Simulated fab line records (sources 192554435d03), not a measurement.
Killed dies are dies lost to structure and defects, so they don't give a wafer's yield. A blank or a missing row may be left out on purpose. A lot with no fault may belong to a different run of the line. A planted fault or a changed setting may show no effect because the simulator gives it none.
Chamber matching || flow n5 finfet || 4 sister chambers for N5_BEOL_M4_ETCH_64 on rie diel-03
The step etches SOC in N2/H2, target depth 75 nm, overetch 22.5 nm, time 121.9 s. 8 wafers are shown with their chamber, then 10 later ones without.

WAFERS PAIRED WITH THEIR CHAMBERS
{"wafer": "L075.3", "chamber": 0, "showerhead plenum p Torr (Torr)": 2.56, "drypump motor current A (A)": 5.0}
{"wafer": "L081.4", "chamber": 1, "showerhead plenum p Torr (Torr)": 2.50, "drypump motor current A (A)": 5.8}
{"wafer": "L084.2", "chamber": 0, "showerhead plenum p Torr (Torr)": 2.55, "drypump motor current A (A)": 5.0}
{"wafer": "L088.1", "chamber": 2, "showerhead plenum p Torr (Torr)": 2.40, "drypump motor current A (A)": 5.3}
{"wafer": "L088.2", "chamber": 1, "showerhead plenum p Torr (Torr)": 2.50, "drypump motor current A (A)": 5.8}
{"wafer": "L088.4", "chamber": 3, "showerhead plenum p Torr (Torr)": 2.70, "drypump motor current A (A)": 4.9}
{"wafer": "L091.1", "chamber": 3, "showerhead plenum p Torr (Torr)": 2.69, "drypump motor current A (A)": 4.8}
{"wafer": "L091.3", "chamber": 2, "showerhead plenum p Torr (Torr)": 2.40, "drypump motor current A (A)": 5.2}

WAFERS WITHOUT THEIR CHAMBER
{"wafer": "L091.6", "showerhead plenum p Torr (Torr)": 2.40, "drypump motor current A (A)": 5.2}
{"wafer": "L093.1", "showerhead plenum p Torr (Torr)": 2.49, "drypump motor current A (A)": 5.8}
{"wafer": "L093.3", "showerhead plenum p Torr (Torr)": 2.39, "drypump motor current A (A)": 5.3}
{"wafer": "L093.5", "showerhead plenum p Torr (Torr)": 2.49, "drypump motor current A (A)": 5.9}
{"wafer": "L094.1", "showerhead plenum p Torr (Torr)": 2.39, "drypump motor current A (A)": 5.3}
{"wafer": "L094.2", "showerhead plenum p Torr (Torr)": 2.69, "drypump motor current A (A)": 4.8}
{"wafer": "L094.5", "showerhead plenum p Torr (Torr)": 2.69, "drypump motor current A (A)": 4.9}
{"wafer": "L095.1", "showerhead plenum p Torr (Torr)": 2.69, "drypump motor current A (A)": 4.9}
{"wafer": "L095.5", "showerhead plenum p Torr (Torr)": 2.49, "drypump motor current A (A)": 5.8}
{"wafer": "L095.6", "showerhead plenum p Torr (Torr)": 2.39, "drypump motor current A (A)": 5.3}

CHAMBER TAKEN BY EACH
{"wafer": "L091.6", "from the rows above": 2, "in truth": 2}
{"wafer": "L093.1", "from the rows above": 1, "in truth": 1}
{"wafer": "L093.3", "from the rows above": 2, "in truth": 2}
{"wafer": "L093.5", "from the rows above": 1, "in truth": 1}
{"wafer": "L094.1", "from the rows above": 2, "in truth": 2}
{"wafer": "L094.2", "from the rows above": 3, "in truth": 3}
{"wafer": "L094.5", "from the rows above": 3, "in truth": 3}
{"wafer": "L095.1", "from the rows above": 3, "in truth": 3}
{"wafer": "L095.5", "from the rows above": 1, "in truth": 1}
{"wafer": "L095.6", "from the rows above": 2, "in truth": 2}
Placed correctly: 10 of 10. From these rows, 0 cannot be placed. Number placed wrongly: 0.
How it was worked out, from the rows above alone: a wafer's distance from a chamber is the root of the sum, over the readings, of the square of ((its reading less the chamber's mean) divided by the reading's scatter). If the next closest chamber is less than 2 further off than the closest, the wafer can't be placed; otherwise it belongs to the closest. Each chamber's mean is taken over the wafers shown for it. The scatter: the root of (the sum of the squares of (reading less its chamber's mean) over the shown wafers, divided by (wafers less chambers)).
